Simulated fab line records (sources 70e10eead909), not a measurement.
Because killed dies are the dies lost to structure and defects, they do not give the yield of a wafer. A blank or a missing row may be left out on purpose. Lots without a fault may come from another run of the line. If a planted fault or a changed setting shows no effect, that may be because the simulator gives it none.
A struck lot beside a sound one / flow nand_harc / 41 steps out of a route of 1302
Sound: these wafers, L519.2, L519.3, L519.4. Struck: wafer L513.1 (left out: L513.2, L513.5 of the same lot, which were not struck); the cause appears at the end.
At each step with rows: each side's tool, then ch and its chambers, then its first start. Under that, the readings that differ: sound wafers / struck wafers / difference of the means / sigmas: that difference in standard deviations of wafers without a fault.
alike: same words and numbers on both sides, and readings whose means sit less than 2 such deviations apart. not compared: any withheld reading, any reading some wafer has no value for, any bound like >300 that may hide the same value, and any number with overlapping values for which the record gives no deviation.
A row with sigmas, a row that says differs or no value, or rows on one side alone: a step with any of these is where the two part. When numbers do not overlap yet have no deviation, they are printed without sigmas and do not part them. A reading that every wafer of one side lacks parts them only if that side has two wafers or more.

first, 8 steps without rows for these wafers: NHARC_A_M1_HMDS_02 (time 30 s); NHARC_A_M1_COAT_34 (time 65 s); NHARC_A_M1_COAT_03 (resist thk 90 nm); NHARC_A_M1_SOFTBAKE_04 (time 55 s); NHARC_A_M1_EBR_05; NHARC_A_M1_EXPOSE_06 (exposes mask A M1, target cd 120 nm); NHARC_A_M1_PEB_07 (peb time 65 s); NHARC_A_M1_DEVELOP_08 (develop time 35 s).
NHARC_A_M1_CD_MEAS_09: target cd 120 nm.
  sound on cd_sem-03 ch 0, day 30 05:42; struck on cd_sem-02 ch 0, day 28 11:26
  alike: cd_nm
NHARC_A_M1_OVL_MEAS_10: pitch 240 nm.
  struck on overlay-02, day 28 11:31; sound on overlay-02, day 30 05:47
reading=overlay_y_nm (nm); sound=-0.8 -0.4 -1.4; struck=1.7; difference=+2.6; sigmas=+4
  alike: overlay_x_nm
NHARC_A_M1_INSPECT_11:
  struck on defect_inspect-02, day 28 11:34; sound on defect_inspect-02, day 30 05:49
  alike: raw_defect_count
then, 1 step without rows for these wafers: NHARC_A_M1_DESCUM_14 (chemistry O2, time 3 s).
NHARC_A_M1_ETCH_35: etches the open film in N2/H2, target depth 40 nm, overetch 12 nm, time 43.94 s.
  sound on rie_diel-01 ch 0,1,3, day 30 05:58; struck on rie_diel-04 ch 3, day 28 11:43
reading=rf_hours_counter_h (h); sound=7.7 8.8 9.2; struck=6.8; difference=-1.8; sigmas=
  alike: drypump_motor_current_A, oes_product_au, rf_fwd_power_W, rf_vpp_V, showerhead_plenum_p_Torr, throttle_valve_pct
NHARC_A_M1_ETCH_15: etches the open film in C4F8/Ar, target depth 182.5 nm, time 91.2 s.
  sound: rie_diel-01 ch 1,2,3; struck: rie_diel-04 ch 1
reading=rf_hours_counter_h (h); sound=8.8 7.7 7.8; struck=6.4; difference=-1.7; sigmas=
reading=rf_vpp_V (V); sound=439.0 439.4 439.1; struck=443.4; difference=+4.2; sigmas=+3
  alike: oes_product_au, rf_fwd_power_W
NHARC_A_M1_CD_MEAS_16:
  struck on cd_sem-03, day 28 11:58; sound on cd_sem-03, day 30 06:11
  alike: cd_nm
then, 1 step without rows for these wafers: NHARC_A_M1_STRIP_18 (strips in N2/H2).
NHARC_A_M1_ETCH_28: etches the open film in CF4/N2, target depth 30 nm, time 72.99 s.
  sound: rie_diel-04 ch 1,2,3; struck: rie_diel-05 ch 2
reading=rf_hours_counter_h (h); sound=9.6 7.0 10.0; struck=2.0; difference=-6.9; sigmas=
  alike: cf4_flow_sccm, drypump_motor_current_A, oes_product_au, rf_fwd_power_W, rf_vpp_V, showerhead_plenum_p_Torr, throttle_valve_pct
then, 1 step without rows for these wafers: NHARC_A_M1_STRIP_19 (strips in post etch residue remover, time 600 s).
NHARC_A_M1_DEGAS_29: time 60 s.
  struck on pvd_sputter-02, day 28 12:41; sound on pvd_sputter-03, day 30 06:54
  alike: heater_power_w, susceptor_temp_C
NHARC_A_M1_PRE_CLEAN_30: time 30 s.
  sound on pvd_sputter-03; struck on pvd_sputter-02
  alike: heater_power_w, susceptor_temp_C
then, 5 steps without rows for these wafers: NHARC_A_M1_PVD_20 (deposits TaN, target thk 5 nm, time 8.06 s); NHARC_A_M1_PVD_21 (deposits Cu, target thk 30 nm, time 20.49 s); NHARC_A_M1_ECD_22 (material Cu, target thk 400 nm); NHARC_A_M1_ANNEAL_31 (time 90 s); NHARC_A_M1_CMP_23 (polishes, t overpolish 20 s, target thk 154.34 nm).
NHARC_A_M1_THK_MEAS_24: measures by xrf.
  struck on film_metro-02, day 28 14:06; sound on film_metro-01, day 30 08:17
  alike: thk_nm
then, 3 steps without rows for these wafers: NHARC_A_M1_SRD_25; NHARC_A_M1_PRE_CLEAN_32 (time 12 s); NHARC_A_M1_DEP_33 (deposits SiCN, target thk 30 nm).
NHARC_A_BONDPAD_DEP_00: deposits SiCN, target thk 250 nm.
  sound on pecvd-04 ch 0,2; struck on pecvd-04 ch 1, day 28 15:43
reading=rf_fwd_power_W (W); sound=450.6 449.3 450.8; struck=446.2; difference=-4.0; sigmas=-3
  alike: heater_power_w, susceptor_temp_C
then, 1 step without rows for these wafers: NHARC_A_BONDPAD_CMP_29 (polishes SiCN, target thk 200 nm).
NHARC_A_BONDPAD_THK_MEAS_30: measures by ellipsometry.
  struck on film_metro-01, day 28 16:20; sound on film_metro-01, day 30 09:49
  alike: thk_nm
then, 8 steps without rows for these wafers: NHARC_A_BONDPAD_SRD_31; NHARC_A_BONDPAD_DEHYDRATE_01 (time 120 s); NHARC_A_BONDPAD_HMDS_02 (time 30 s); NHARC_A_BONDPAD_COAT_33 (time 65 s); NHARC_A_BONDPAD_COAT_03 (resist thk 600 nm); NHARC_A_BONDPAD_SOFTBAKE_04 (time 70 s); NHARC_A_BONDPAD_EBR_05; NHARC_A_BONDPAD_EXPOSE_06 (exposes mask A BPAD).
NHARC_END_SORT_01:
  only the struck wafers appear in the record here, on prober-01 ch 0 at day 30 08:20; the sound ones have no rows

== WHERE THEY PART ==
Last at NHARC_END_SORT_01 as far as this record goes, first at NHARC_A_M1_OVL_MEAS_10.

WHY: whatever the simulator had introduced
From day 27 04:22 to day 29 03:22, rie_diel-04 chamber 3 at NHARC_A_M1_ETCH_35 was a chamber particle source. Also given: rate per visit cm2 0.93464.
